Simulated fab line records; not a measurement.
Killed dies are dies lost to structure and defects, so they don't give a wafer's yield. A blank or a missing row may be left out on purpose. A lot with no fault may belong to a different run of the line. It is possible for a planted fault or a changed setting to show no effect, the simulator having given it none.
Matching of chambers / flow n5_finfet / rie_diel-02 running N5_BEOL_M9_STRIP_19: 4 sister chambers
The step strips in O2. 4 wafers are shown with their chamber, then 7 later ones without.

WAFERS, EACH WITH ITS CHAMBER
wafer=L086.5; chamber=3; throttle_valve_pct (%)=17.04
wafer=L088.3; chamber=2; throttle_valve_pct (%)=16.27
wafer=L092.1; chamber=1; throttle_valve_pct (%)=16.45
wafer=L092.2; chamber=0; throttle_valve_pct (%)=16.48

WAFERS MISSING THEIR CHAMBER
wafer=L092.4; throttle_valve_pct (%)=16.44
wafer=L094.1; throttle_valve_pct (%)=16.51
wafer=L094.3; throttle_valve_pct (%)=16.26
wafer=L094.4; throttle_valve_pct (%)=16.56
wafer=L097.1; throttle_valve_pct (%)=16.47
wafer=L097.5; throttle_valve_pct (%)=16.42
wafer=L097.6; throttle_valve_pct (%)=16.51

EACH ONE'S CHAMBER
wafer=L092.4; from the rows above=can't be placed: 1 or 0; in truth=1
wafer=L094.1; from the rows above=can't be placed: 0 or 1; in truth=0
wafer=L094.3; from the rows above=2; in truth=2
wafer=L094.4; from the rows above=can't be placed: 0 or 1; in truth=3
wafer=L097.1; from the rows above=can't be placed: 0 or 1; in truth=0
wafer=L097.5; from the rows above=can't be placed: 1 or 0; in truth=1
wafer=L097.6; from the rows above=can't be placed: 0 or 1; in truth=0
Correct placement for 1 of the 7. Not placeable from these rows: 6 (in 5, the candidates include the true chamber). 0 placed wrongly.
How it was worked out, from the rows above alone: a wafer's distance from a chamber is the root of the sum, over the readings, of the square of ((its reading less the chamber's mean) divided by the reading's scatter). The wafer belongs to the nearest chamber; if the next one is less than 2 further off, it can't be placed. A chamber's mean is the mean of its shown wafers. The scatter: root of mean squared gap, hidden wafer to nearest shown wafer, with one shown wafer a chamber.
